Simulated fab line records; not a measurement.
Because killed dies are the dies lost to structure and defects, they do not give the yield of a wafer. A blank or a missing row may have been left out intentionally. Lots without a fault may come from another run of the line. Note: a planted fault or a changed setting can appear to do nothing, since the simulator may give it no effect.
fab line records	flow nandHarc
record: lots: 11	wafers: 33	lastDay: 24
route steps=1159 shown P_BONDPAD@353 END@1159
lots untouched by any fault: they come from a run of this same line in which no faults occurred
startH: start of the lot's first displayed wafer, in hours after the record's first day	waitH: hours from the lot's prior step to this one	" unchanged from the row above	L1.1+2: several wafers, shown together as one row	- either no value or no given start	* or withheld: withheld	< > ~ a bound
route shown NAME@n: NAME is a module with steps in the file, n the number in the route of the first one	usual: mean and standard deviation over wafers with no fault	same: alike in all rows	chamber/n: place in a boat	sites: readings site by site	_std_site: their standard deviation	_edge_site: inner sites' mean taken away from outer sites' mean	radiusMm: for every site, how far away it sits from the centre of the wafer	mask NAME#n: copy n	behind: the most recent tool/chamber to have shaped the wafer	hold: what put the lot on hold/how long, in hours/how the hold closed	device: which transistor (n, p or np) failed to switch	end of line: the tests these same wafers got at the end of their route	for a step that has no rows: nothing shown but its recipe	killed: the dies lost at the first sort to structure and to defects; this is not the yield of the wafer	map: dies across one wafer; x = killed, . = not, _ = none there
set.NAME: the setting that was run; set.NAME@STEP: the one run at that earlier step	model.NAME: the simulator's own value behind a step, which no gauge read
steps of the route over a sample of lots; a table a step, a row a wafer
services: from which hour (startH, from the record's first day; less than 0 if before it) a tool's chamber was out of use, for how many hours, and why
== steps ==
step: NHARC_P_BONDPAD_THK_MEAS_33
recipe: thkMeasGauge: ellipsometry
usual: thkNm: 200.1/1.8
lot.wafer	tool	chamber	startH	waitH	thkNm
L281.1	filmMetro-01	-	136.98	0.2	199.6
L281.3	"	-	"	"	200.8
L281.6	"	-	"	"	200.3
L282.3	filmMetro-01	-	142.73	0.2	199.6
L282.5	"	-	"	"	202.1
L282.6	"	-	"	"	200.9
L284.2	filmMetro-02	-	153.64	0.2	199.2
L284.4	"	-	"	"	199.2
L284.6	"	-	"	"	199.8
L289.3	filmMetro-01	-	179.25	0.2	200.3
L289.4	"	-	"	"	203.3
L289.6	"	-	"	"	198.2
L297.2	filmMetro-01	-	230.36	0.2	198.8
L297.4	"	-	"	"	202.0
L297.5	"	-	"	"	199.5
L299.1	filmMetro-01	-	231.29	0.2	201.1
L299.4	"	-	"	"	199.6
L299.5	"	-	"	"	199.2
L298.3	filmMetro-02	-	231.98	0.2	200.8
L298.4	"	-	"	"	201.3
L298.5	"	-	"	"	198.3
L301.1	filmMetro-02	-	241.92	0.1	197.3
L301.2	"	-	"	"	199.4
L301.3	"	-	"	"	197.6
L300.1	filmMetro-02	-	243.32	0.2	199.1
L300.2	"	-	"	"	199.0
L300.5	"	-	"	"	201.8
L302.2	filmMetro-02	-	249.85	0.2	201.1
L302.5	"	-	"	"	200.4
L302.6	"	-	"	"	198.5
L304.1	filmMetro-01	-	274.00	0.2	200.4
L304.5	"	-	"	"	199.2
L304.6	"	-	"	"	201.3
step: NHARC_P_BONDPAD_CD_MEAS_09
recipe: targetCdNm: 500	landingEnergyEv: 500
usual: cdNm: 499.7/1.8
lot.wafer	tool	chamber	startH	waitH	cdNm
L281.1	cdSem-02	0	137.55	-	496.5
L281.3	"	0	"	"	499.4
L281.6	"	0	"	"	495.7
L282.3	cdSem-02	0	143.17	-	499.9
L282.5	"	0	"	"	499.1
L282.6	"	0	"	"	497.7
L284.2	cdSem-02	0	154.21	-	497.3
L284.4	"	0	"	"	498.1
L284.6	"	0	"	"	500.8
L289.3	cdSem-02	0	179.82	-	500.8
L289.4	"	0	"	"	498.7
L289.6	"	0	"	"	500.5
L297.2	cdSem-03	0	230.93	-	499.5
L297.4	"	0	"	"	497.9
L297.5	"	0	"	"	499.7
L299.1	cdSem-03	0	231.86	-	497.8
L299.4	"	0	"	"	499.8
L299.5	"	0	"	"	498.0
L298.3	cdSem-02	0	232.42	-	500.1
L298.4	"	0	"	"	500.5
L298.5	"	0	"	"	496.4
L301.1	cdSem-03	0	242.36	-	499.0
L301.2	"	0	"	"	498.8
L301.3	"	0	"	"	497.7
L300.1	cdSem-02	0	243.88	-	499.1
L300.2	"	0	"	"	502.7
L300.5	"	0	"	"	500.8
L302.2	cdSem-02	0	250.29	-	502.6
L302.5	"	0	"	"	499.9
L302.6	"	0	"	"	500.1
L304.1	cdSem-01	0	274.44	-	501.5
L304.5	"	0	"	"	501.0
L304.6	"	0	"	"	499.1
step: NHARC_P_BONDPAD_ETCH_12
recipe: targetDepthA: 2000	timeS: 100	chf3FlowSccm: 50	o2FlowSccm: 10	arFlowSccm: 200	rfW: 500	biasW: 200	chemistry: CHF3/O2
usual: biasW: 199.9/0.67	chamberPressureMTorr: 25.000/0.023	drypumpMotorCurrentA: 5.7/0.41	oesProductAu: 0.948/0.023	rfFwdPowerW: 497.3/1.6	rfVppV: 370.0/2.9	showerheadPlenumPTorr: 2.38/0.13	throttleValvePct: 20.572/0.0097
lot.wafer	tool	chamber	startH	waitH	biasW	chamberPressureMTorr	drypumpMotorCurrentA	oesProductAu	rfFwdPowerW	rfHoursCounterH	rfVppV	showerheadPlenumPTorr	throttleValvePct
L281.3	rieDiel-08	2	138.01	-	199.9	25.022	5.4	0.970	495.9	1	367.7	2.24	20.545
L281.1	"	0	"	"	199.7	24.995	6.5	0.971	495.6	0	372.6	2.50	20.582
L281.6	"	2	"	"	199.9	25.002	5.4	0.969	496.9	-	367.6	2.24	20.572
L282.3	rieDiel-08	0	143.57	-	200.9	24.979	6.5	0.962	495.5	1	372.8	2.50	20.576
L282.5	"	2	"	"	200.3	24.984	5.4	0.979	494.8	-	367.0	2.24	20.570
L282.6	"	3	"	"	199.5	24.985	5.6	0.959	499.0	-	370.1	2.27	20.581
L284.4	rieDiel-08	3	154.60	-	201.2	25.010	5.6	0.935	494.2	2	366.3	2.27	20.577
L284.2	"	0	"	"	201.5	24.979	6.4	0.913	497.7	2	372.6	2.50	20.554
L284.6	"	0	"	"	199.9	25.003	6.5	0.926	496.8	-	371.4	2.50	20.589
L289.4	rieDiel-08	1	180.22	-	199.6	25.051	5.4	0.971	496.1	5	373.6	2.55	20.577
L289.3	"	2	"	"	199.2	24.982	5.4	0.991	493.6	5	366.9	2.24	20.573
L289.6	"	0	"	"	200.5	25.051	6.5	1.197	696.5	-	372.6	2.50	20.581
L297.4	rieDiel-02	2	231.35	-	200.0	24.958	5.8	0.948	500.5	25	367.2	2.27	20.586
L297.2	"	1	"	"	200.4	25.024	6.0	0.969	498.0	25	370.1	2.38	20.568
L297.5	"	2	"	"	200.4	24.989	5.8	0.963	498.8	-	366.3	2.27	20.578
L299.4	rieDiel-08	1	232.36	-	200.2	25.022	5.4	0.952	496.9	10	373.2	2.55	20.567
L299.1	"	3	"	"	201.2	25.006	5.6	0.921	498.4	9	367.9	2.27	20.599
L299.5	"	0	"	"	200.3	24.998	6.4	0.954	496.9	-	372.4	2.50	20.585
L298.3	rieDiel-08	0	232.92	-	199.5	24.972	6.4	0.928	498.4	9	371.6	2.50	20.577
L298.4	"	1	"	"	199.5	25.040	5.5	0.936	498.0	10	372.8	2.55	20.572
L298.5	"	0	"	"	201.0	24.984	6.4	0.922	498.8	-	373.7	2.50	20.572
L301.2	rieDiel-08	2	242.76	-	199.9	25.001	5.4	0.963	496.7	12	366.9	2.24	20.559
L301.1	"	3	"	"	200.3	24.991	5.6	0.923	498.4	11	366.6	2.27	20.580
L301.3	"	0	"	"	199.8	25.016	6.4	0.920	492.7	11	371.8	2.50	20.585
L300.2	rieDiel-08	2	244.28	-	199.3	24.984	5.4	0.968	495.9	12	367.7	2.24	20.585
L300.1	"	1	"	"	199.8	24.987	5.4	0.987	500.1	12	373.0	2.55	20.571
L300.5	"	2	"	"	200.1	25.000	5.4	0.965	497.0	-	366.4	2.24	20.594
L302.2	rieDiel-08	3	250.70	-	201.3	24.995	5.6	0.920	498.1	11	368.0	2.27	20.567
L302.6	"	0	"	"	199.8	24.962	6.5	0.933	497.3	-	372.8	2.50	20.581
L302.5	"	1	"	"	199.9	24.979	5.4	0.934	496.6	-	372.7	2.55	20.579
L304.1	rieDiel-08	0	274.87	-	199.9	24.982	6.5	0.918	497.6	13	373.2	2.50	20.573
L304.5	"	1	"	"	199.8	24.994	5.4	0.929	499.5	-	373.0	2.55	20.579
L304.6	"	2	"	"	200.3	25.017	5.4	0.926	495.1	-	368.3	2.24	20.561
step: NHARC_P_BONDPAD_PVD_27
recipe: targetThkA: 300	chamberPressurePa: 5	powerW: 5000	substrateTempC: 30	timeS: 20.49	material: Cu
usual: chamberPressurePa: 5.000/0.011	throttleValvePct: 30.7/1.1
lot.wafer	tool	chamber	startH	waitH	chamberPressurePa	throttleValvePct
L281.1	pvdSputter-02	-	-	-	5.012	30.8
L281.3	"	-	"	"	4.987	32.5
L281.6	"	-	"	"	5.004	31.0
L282.3	pvdSputter-02	-	-	-	5.009	31.1
L282.5	"	-	"	"	4.996	30.9
L282.6	"	-	"	"	5.002	31.3
L284.4	pvdSputter-02	-	-	-	5.006	31.2
L284.2	"	-	"	"	4.985	32.7
L284.6	"	-	"	"	4.994	31.7
L289.3	pvdSputter-02	-	-	-	5.004	30.6
L289.4	"	-	"	"	4.996	31.7
L289.6	"	-	"	"	4.995	32.7
L297.2	pvdSputter-01	-	-	-	5.012	29.5
L297.4	"	-	"	"	5.003	29.0
L297.5	"	-	"	"	5.004	28.9
L299.1	pvdSputter-03	-	-	-	4.981	29.5
L299.4	"	-	"	"	4.997	29.5
L299.5	"	-	"	"	5.007	29.8
L298.3	pvdSputter-03	-	-	-	4.978	31.3
L298.4	"	-	"	"	5.020	29.9
L298.5	"	-	"	"	5.010	30.2
L301.3	pvdSputter-02	-	-	-	5.004	30.2
L301.1	"	-	"	"	4.990	31.4
L301.2	"	-	"	"	5.013	31.0
L300.1	pvdSputter-03	-	-	-	5.007	30.2
L300.2	"	-	"	"	5.012	29.6
L300.5	"	-	"	"	4.989	30.3
L302.2	pvdSputter-02	-	-	-	5.001	30.3
L302.5	"	-	"	"	4.998	30.1
L302.6	"	-	"	"	4.998	30.2
L304.1	pvdSputter-03	-	-	-	5.010	29.5
L304.5	"	-	"	"	5.007	30.3
L304.6	"	-	"	"	5.009	31.1
step: NHARC_END_SORT_01
recipe: tempC: 25
usual: defectLimitedYield: 95.2/1.6	killedAtArray: 29/11	killedAtOther: 0.7/1.1	killedAtPeriphery: 3.1/2	killedDies: 33/11	killedOpen: 3.5/1.8	killedShort: 2.0/1.4	sort_bin_2_pct: 1.5/0.6	sort_bin_3_pct: 0.24/0.19	sort_bin_4_pct: 3.1/1.1	sortNPass: 644/11	sortRimYieldPct: 96.5/2.3	sortYieldPct: 95.2/1.6
same: grossDies: 677	sort_bin_5_pct[%]: 0	sort_bin_6_pct[%]: 0	sort_bin_7_pct[%]: 0	sort_bin_8_pct[%]: 0	sortRimNGross: 106.00
lot.wafer	tool	chamber	startH	waitH	defectLimitedYield[%]	killedAtArray	killedAtOther	killedAtPeriphery	killedDies	killedOpen	killedShort	sort_bin_2_pct[%]	sort_bin_3_pct[%]	sort_bin_4_pct[%]	sortNPass	sortRimYieldPct[%]	sortYieldPct[%]
L281.1	prober-01	0	464.72	2.5	96.6	19	0	4	23	4	0	1.5	0.15	1.8	654	95.3	96.6
L281.3	prober-01	0	466.31	3.1	96.6	20	0	3	23	4	1	1.2	0.15	2.1	654	100.0	96.6
L281.6	prober-01	0	468.70	4.0	96.2	21	0	5	26	5	0	1.3	0.15	2.4	651	97.2	96.2
L282.3	prober-02	0	477.79	3.1	96.0	25	0	2	27	3	1	1.3	0	2.7	650	97.2	96.0
L282.5	prober-02	0	479.40	3.7	96.8	20	0	2	22	5	1	0.3	0.15	2.8	655	97.2	96.8
L282.6	prober-02	0	480.21	4.0	97.0	17	0	3	20	1	3	0.6	0	2.4	657	94.3	97.0
L284.2	prober-02	0	492.61	2.8	98.5	9	0	1	10	0	2	0.6	0.15	0.7	667	100.0	98.5
L284.4	prober-02	0	494.21	3.4	97.0	17	0	3	20	3	6	1.0	0.15	1.8	657	96.2	97.0
L284.6	prober-02	0	495.81	4.0	96.8	18	0	4	22	5	0	1.0	0	2.2	655	98.1	96.8
L289.3	prober-01	0	497.36	3.1	95.6	30	0	0	30	7	1	1.2	0.44	2.8	647	99.1	95.6
L289.4	prober-01	0	498.15	3.4	96.3	23	0	2	25	1	0	0.4	0.30	3.0	652	100.0	96.3
L289.6	prober-01	0	499.74	4.0	96.0	24	0	3	27	8	0	1.2	0.44	2.4	650	96.2	96.0
L297.2	prober-01	0	547.38	2.8	90.7	59	0	4	63	2	1	3.1	0.30	5.9	614	96.2	90.7
L297.4	prober-01	0	548.99	3.4	90.7	57	0	6	63	5	1	2.2	0	7.1	614	95.3	90.7
L297.5	prober-01	0	549.80	3.7	93.2	41	0	5	46	1	2	1.6	0.44	4.7	631	93.4	93.2
L302.2	prober-02	0	554.59	2.8	96.3	21	2	2	25	4	2	1.8	0.15	1.8	652	90.6	96.3
L302.5	prober-02	0	556.96	3.7	96.8	18	0	4	22	4	0	1.2	0	2.1	655	98.1	96.8
L302.6	prober-02	0	557.74	3.9	95.0	29	1	4	34	4	2	1.3	0.44	3.2	643	97.2	95.0
L298.3	prober-01	0	556.05	3.1	92.0	49	0	5	54	2	2	2.5	0.30	5.2	623	91.5	92.0
L298.4	prober-01	0	556.85	3.4	91.9	54	0	1	55	3	2	2.1	0	6.1	622	98.1	91.9
L298.5	prober-01	0	557.65	3.7	93.2	40	4	2	46	3	2	1.9	0.15	4.7	631	96.2	93.2
L299.1	prober-02	0	561.53	2.5	96.6	19	2	2	23	5	3	0.9	0.15	2.4	654	96.2	96.6
L299.4	prober-02	0	563.93	3.4	98.8	8	0	0	8	1	1	0.3	0.15	0.7	669	99.1	98.8
L299.5	prober-02	0	564.73	3.7	97.3	15	1	2	18	1	1	0.9	0.15	1.6	659	96.2	97.3
L301.1	prober-01	0	562.23	2.5	93.8	40	2	0	42	0	3	1.9	1.03	3.2	635	97.2	93.8
L301.2	prober-01	0	563.03	2.8	94.1	37	1	2	40	6	2	1.9	0.30	3.7	637	99.1	94.1
L301.3	prober-01	0	563.84	3.1	92.8	47	2	0	49	5	1	2.2	0.44	4.6	628	99.1	92.8
L300.1	prober-02	0	569.31	2.5	94.5	33	1	3	37	6	2	2.1	0.15	3.2	640	94.3	94.5
L300.2	prober-02	0	570.11	2.8	94.8	32	1	2	35	3	1	1.9	0.30	3.0	642	96.2	94.8
L300.5	prober-02	0	572.53	3.7	92.3	48	1	3	52	2	4	2.7	0.44	4.6	625	94.3	92.3
L304.1	prober-02	0	578.86	2.5	96.3	25	0	0	25	2	2	0.9	0.44	2.4	652	94.3	96.3
L304.5	prober-02	0	582.02	3.7	96.5	23	0	1	24	2	0	0.7	0.30	2.5	653	93.4	96.5
L304.6	prober-02	0	582.81	3.9	96.5	24	0	0	24	3	0	1.5	0.15	1.9	653	98.1	96.5
killed by level:class
L281.1 A_CHANNEL_HOLE_D1:chamberFilmFlake=10 A_SLIT:chamberFilmFlake=3 A_CONTACT:geometricParticle:open=2 A_CONTACT:chamberFilmFlake=2 P_CONTACT:geometricParticle:open=1 A_M1:geometricParticle:open=1 P_ZERO_WELL:chamberFilmFlake=1 P_CONTACT:chamberFilmFlake=1
L281.3 A_CHANNEL_HOLE_D1:chamberFilmFlake=8 A_WL_FILL:geometricParticle:open=2 A_M0:geometricParticle:open=2 P_BONDPAD:chamberFilmFlake=2 A_SLIT:chamberFilmFlake=2 A_STAIRCASE:chamberFilmFlake=2 A_WL_FILL:geometricParticle:short=1 P_ZERO_WELL:chamberFilmFlake=1
L281.6 A_CHANNEL_HOLE_D1:chamberFilmFlake=10 A_SLIT:chamberFilmFlake=3 P_M0:geometricParticle:open=2 A_CONTACT:geometricParticle:open=2 A_M1:chamberFilmFlake=2 P_M2:geometricParticle:open=1 P_M2:chamberFilmFlake=1 P_BONDPAD:chamberFilmFlake=1
L282.3 A_SLIT:chamberFilmFlake=12 A_CONTACT:chamberFilmFlake=6 A_CHANNEL_HOLE_D1:chamberFilmFlake=2 P_M0:geometricParticle:short=1 A_WL_FILL:geometricParticle:open=1 A_BLC:geometricParticle:open=1 A_M0:geometricParticle:open=1 P_ZERO_WELL:chamberFilmFlake=1
L282.5 A_SLIT:chamberFilmFlake=6 A_CHANNEL_HOLE_D1:chamberFilmFlake=4 A_WL_FILL:geometricParticle:open=2 A_CONTACT:geometricParticle:open=2 A_STAIRCASE:chamberFilmFlake=2 A_CONTACT:chamberFilmFlake=2 P_M0:geometricParticle:open=1 A_WL_FILL:geometricParticle:short=1
L282.6 A_SLIT:chamberFilmFlake=8 A_CONTACT:chamberFilmFlake=5 P_CONTACT:geometricParticle:open=1 P_M0:geometricParticle:short=1 A_SGD_CUT:geometricParticle:short=1 A_WL_FILL:geometricParticle:short=1 P_ZERO_WELL:chamberFilmFlake=1 A_CHANNEL_HOLE_D1:chamberFilmFlake=1
L284.2 A_STAIRCASE:chamberFilmFlake=3 A_CHANNEL_HOLE_D1:chamberFilmFlake=2 A_SOURCE_PLATE:geometricParticle:short=1 A_CHANNEL_FILL_D1:geometricParticle:short=1 P_STI:chamberFilmFlake=1 A_SLIT:chamberFilmFlake=1 A_CONTACT:chamberFilmFlake=1
L284.4 A_CHANNEL_HOLE_D1:chamberFilmFlake=4 P_STI:chamberFilmFlake=2 A_STAIRCASE:chamberFilmFlake=2 A_CONTACT:chamberFilmFlake=2 P_CONTACT:geometricParticle:short=1 A_ONON_D1:geometricParticle:short=1 A_ONON_D1:geometricParticle:open=1 A_CHANNEL_FILL_D1:geometricParticle:short=1
L284.6 A_CHANNEL_HOLE_D1:chamberFilmFlake=7 A_STAIRCASE:chamberFilmFlake=4 P_STI:chamberFilmFlake=3 A_M0:geometricParticle:open=2 A_CONTACT:chamberFilmFlake=2 P_STI:geometricParticle:open=1 A_CHANNEL_HOLE_D1:geometricParticle:open=1 A_CONTACT:geometricParticle:open=1
L289.3 A_CHANNEL_HOLE_D1:chamberFilmFlake=17 A_CONTACT:chamberFilmFlake=3 A_SGD_CUT:geometricParticle:open=2 A_CONTACT:geometricParticle:open=2 A_M0:geometricParticle:open=2 A_STAIRCASE:chamberFilmFlake=2 A_ONON_D1:geometricParticle:short=1 A_ONON_D1:geometricParticle:open=1
L289.4 A_CHANNEL_HOLE_D1:chamberFilmFlake=17 A_STAIRCASE:chamberFilmFlake=4 A_M0:geometricParticle:open=1 P_ZERO_WELL:chamberFilmFlake=1 P_STI:chamberFilmFlake=1 A_CONTACT:chamberFilmFlake=1
L289.6 A_CHANNEL_HOLE_D1:chamberFilmFlake=15 A_ONON_D1:geometricParticle:open=2 A_SGD_CUT:geometricParticle:open=2 P_ZERO_WELL:chamberFilmFlake=2 P_CONTACT:geometricParticle:open=1 A_CONTACT:geometricParticle:open=1 A_M0:geometricParticle:open=1 A_M1:geometricParticle:open=1
L297.2 A_CHANNEL_HOLE_D1:chamberFilmFlake=25 A_STAIRCASE:chamberFilmFlake=15 A_SLIT:chamberFilmFlake=12 P_GATE:chamberFilmFlake=2 A_WL_FILL:geometricParticle:short=1 A_CONTACT:geometricParticle:open=1 A_BLC:geometricParticle:open=1 P_STI:chamberFilmFlake=1
L297.4 A_CHANNEL_HOLE_D1:chamberFilmFlake=23 A_SLIT:chamberFilmFlake=15 A_STAIRCASE:chamberFilmFlake=9 A_CHANNEL_FILL_D1:geometricParticle:open=3 A_CONTACT:chamberFilmFlake=3 P_STI:chamberFilmFlake=2 P_M1:chamberFilmFlake=2 P_M0:geometricParticle:open=1
L297.5 A_CHANNEL_HOLE_D1:chamberFilmFlake=12 A_SLIT:chamberFilmFlake=12 A_STAIRCASE:chamberFilmFlake=8 P_STI:chamberFilmFlake=3 A_CONTACT:chamberFilmFlake=2 A_WL_FILL:geometricParticle:short=1 A_M0:geometricParticle:short=1 A_M0:geometricParticle:open=1
L302.2 A_CHANNEL_HOLE_D1:chamberFilmFlake=6 A_CONTACT:chamberFilmFlake=6 A_STAIRCASE:chamberFilmFlake=4 A_CHANNEL_FILL_D1:geometricParticle:short=2 THIN_TSV:chamberFilmFlake=2 P_CONTACT:geometricParticle:open=1 A_CHANNEL_FILL_D1:geometricParticle:open=1 A_WL_FILL:geometricParticle:open=1
L298.3 A_CHANNEL_HOLE_D1:chamberFilmFlake=22 A_SLIT:chamberFilmFlake=15 A_STAIRCASE:chamberFilmFlake=5 A_CONTACT:chamberFilmFlake=5 P_GATE:chamberFilmFlake=3 P_M0:geometricParticle:short=1 P_BONDPAD:geometricParticle:open=1 A_CHANNEL_FILL_D1:geometricParticle:short=1
L298.4 A_CHANNEL_HOLE_D1:chamberFilmFlake=25 A_SLIT:chamberFilmFlake=13 A_CONTACT:chamberFilmFlake=6 A_M0:geometricParticle:short=2 A_STAIRCASE:chamberFilmFlake=2 A_WL_FILL:chamberFilmFlake=2 A_ONON_D1:geometricParticle:open=1 A_WL_FILL:geometricParticle:open=1
L302.5 A_STAIRCASE:chamberFilmFlake=9 A_CHANNEL_HOLE_D1:chamberFilmFlake=4 P_GATE:chamberFilmFlake=2 A_CONTACT:chamberFilmFlake=2 P_M0:geometricParticle:open=1 A_BLC:geometricParticle:open=1 A_M0:geometricParticle:open=1 A_BONDPAD:geometricParticle:open=1
L298.5 A_CHANNEL_HOLE_D1:chamberFilmFlake=21 A_SLIT:chamberFilmFlake=10 A_STAIRCASE:chamberFilmFlake=4 THIN_TSV:chamberFilmFlake=3 A_CONTACT:geometricParticle:open=2 P_GATE:chamberFilmFlake=2 A_ONON_D1:geometricParticle:open=1 A_CONTACT:geometricParticle:short=1
L302.6 A_CHANNEL_HOLE_D1:chamberFilmFlake=9 A_STAIRCASE:chamberFilmFlake=7 A_CONTACT:chamberFilmFlake=4 A_CHANNEL_FILL_D1:geometricParticle:open=2 A_CHANNEL_FILL_D1:chamberFilmFlake=2 THIN_TSV:chamberFilmFlake=1 P_M1:geometricParticle:open=1 A_SOURCE_PLATE:geometricParticle:short=1
L299.1 A_CHANNEL_HOLE_D1:chamberFilmFlake=6 A_STAIRCASE:chamberFilmFlake=5 A_CHANNEL_FILL_D1:geometricParticle:open=3 A_M0:geometricParticle:short=2 THIN_TSV:chamberFilmFlake=2 P_GATE:geometricParticle:open=1 A_ONON_D1:geometricParticle:open=1 A_ONON_D1:geometricParticle:short=1
L301.1 A_CHANNEL_HOLE_D1:chamberFilmFlake=25 A_CONTACT:chamberFilmFlake=7 A_STAIRCASE:chamberFilmFlake=5 A_ONON_D1:geometricParticle:short=1 A_SLIT:geometricParticle:short=1 STARTING-WAFER:geometricParticle:short=1 A_SLIT:chamberFilmFlake=1 THIN_TSV:chamberFilmFlake=1
L301.2 A_CHANNEL_HOLE_D1:chamberFilmFlake=25 A_CONTACT:chamberFilmFlake=4 A_M1:geometricParticle:open=2 P_GATE:geometricParticle:open=1 A_CHANNEL_FILL_D1:geometricParticle:open=1 A_CHANNEL_FILL_D1:geometricParticle:short=1 A_SGD_CUT:geometricParticle:short=1 A_SGD_CUT:geometricParticle:open=1
L301.3 A_CHANNEL_HOLE_D1:chamberFilmFlake=31 A_CONTACT:chamberFilmFlake=6 A_STAIRCASE:chamberFilmFlake=2 A_SLIT:chamberFilmFlake=2 A_ONON_D1:geometricParticle:open=1 A_CHANNEL_FILL_D1:geometricParticle:open=1 A_CHANNEL_FILL_D1:geometricParticle:short=1 A_SGD_CUT:geometricParticle:open=1
L299.4 A_CHANNEL_HOLE_D1:chamberFilmFlake=3 A_STAIRCASE:chamberFilmFlake=3 A_CHANNEL_FILL_D1:geometricParticle:open=1 A_CONTACT:geometricParticle:short=1
L299.5 A_CHANNEL_HOLE_D1:chamberFilmFlake=10 P_GATE:chamberFilmFlake=2 A_STAIRCASE:chamberFilmFlake=2 A_BLC:geometricParticle:open=1 A_M0:geometricParticle:short=1 A_ZERO_WELL:chamberFilmFlake=1 THIN_TSV:chamberFilmFlake=1
L300.1 A_SLIT:chamberFilmFlake=13 A_CHANNEL_HOLE_D1:chamberFilmFlake=8 A_CONTACT:geometricParticle:open=2 A_M0:geometricParticle:open=2 A_ZERO_WELL:chamberFilmFlake=2 A_CONTACT:chamberFilmFlake=2 P_M0:geometricParticle:open=1 A_SGD_CUT:geometricParticle:open=1
L300.2 A_SLIT:chamberFilmFlake=18 A_CHANNEL_HOLE_D1:chamberFilmFlake=8 A_CONTACT:chamberFilmFlake=2 P_M0:geometricParticle:open=1 A_ONON_D1:geometricParticle:open=1 A_CONTACT:geometricParticle:short=1 P_STI:chamberFilmFlake=1 STARTING-WAFER:geometricParticle:open=1
L300.5 A_SLIT:chamberFilmFlake=22 A_CHANNEL_HOLE_D1:chamberFilmFlake=10 A_ZERO_WELL:chamberFilmFlake=5 P_M1:chamberFilmFlake=2 A_WL_FILL:chamberFilmFlake=2 A_CONTACT:chamberFilmFlake=2 A_ONON_D1:geometricParticle:short=1 A_CHANNEL_HOLE_D1:geometricParticle:open=1
L304.1 A_CHANNEL_HOLE_D1:chamberFilmFlake=14 A_CONTACT:chamberFilmFlake=5 A_ONON_D1:geometricParticle:short=2 A_SOURCE_PLATE:geometricParticle:open=1 A_ONON_D1:geometricParticle:open=1 A_CHANNEL_FILL_D1:chamberFilmFlake=1 A_SGD_CUT:chamberFilmFlake=1
L304.5 A_CHANNEL_HOLE_D1:chamberFilmFlake=11 A_CONTACT:chamberFilmFlake=5 A_WL_FILL:chamberFilmFlake=2 A_CHANNEL_FILL_D1:geometricParticle:open=1 A_M0:geometricParticle:open=1 P_STI:chamberFilmFlake=1 A_ZERO_WELL:chamberFilmFlake=1 A_CHANNEL_FILL_D1:chamberFilmFlake=1
L304.6 A_CHANNEL_HOLE_D1:chamberFilmFlake=11 A_CONTACT:chamberFilmFlake=6 A_CHANNEL_FILL_D1:chamberFilmFlake=2 A_WL_FILL:chamberFilmFlake=2 A_ONON_D1:geometricParticle:open=1 A_CHANNEL_FILL_D1:geometricParticle:open=1 A_CONTACT:geometricParticle:open=1
== services ==
tool	chamber	startH	hours	kind
rieDiel-08	-	124.80	9.0	pm
rieDiel-08	0	124.80	9.0	ventCycle
rieDiel-08	1	124.80	9.0	ventCycle
rieDiel-08	2	124.80	9.0	ventCycle
rieDiel-08	3	124.80	9.0	ventCycle
rieDiel-02	0	129.22	26.0	repair
rieDiel-08	0	133.80	-	clean
rieDiel-08	1	133.80	-	clean
rieDiel-08	2	133.80	-	clean
rieDiel-08	3	133.80	-	clean
rieDiel-02	-	150.76	9.0	pm
pvdSputter-01	-	158.05	10.0	pm
rieDiel-08	0	158.30	-	clean
rieDiel-08	1	158.30	-	clean
rieDiel-08	2	158.30	-	clean
rieDiel-08	3	158.30	-	clean
pvdSputter-03	-	178.15	4.8	repair
rieDiel-08	0	182.80	-	clean
pvdSputter-02	-	214.00	10.0	pm
rieDiel-08	2	222.42	3.2	repair
rieDiel-08	3	226.48	5.6	repair
pvdSputter-02	-	229.43	5.2	repair
pvdSputter-03	-	248.91	3.0	repair
rieDiel-02	2	274.32	1.4	repair
== key ==
firstSign: step: NHARC_P_BONDPAD_ETCH_12	reading: rfFwdPowerW	direction: up	sigmas: 99+	usual: *	struck: *
effect: step: NHARC_P_BONDPAD_ETCH_12	reading: oesProductAu	direction: up	sigmas: 11	usual: 0.948	struck: 1.197
metAt NHARC_P_BONDPAD_ETCH_12
struckLots L289
struckWafers L289.6
notActingAt NHARC_P_BONDPAD_THK_MEAS_33,NHARC_P_BONDPAD_CD_MEAS_09,NHARC_P_BONDPAD_PVD_27
onsetBetween 154.60 180.22
fault: kind: processParameterDrift	tool: rieDiel-08	chamber: 0	onsetH: 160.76	steps: NHARC_P_BONDPAD_ETCH_12	channel: rfW	offset: *	shape: step	endH: 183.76	actsIn: *	stated: *
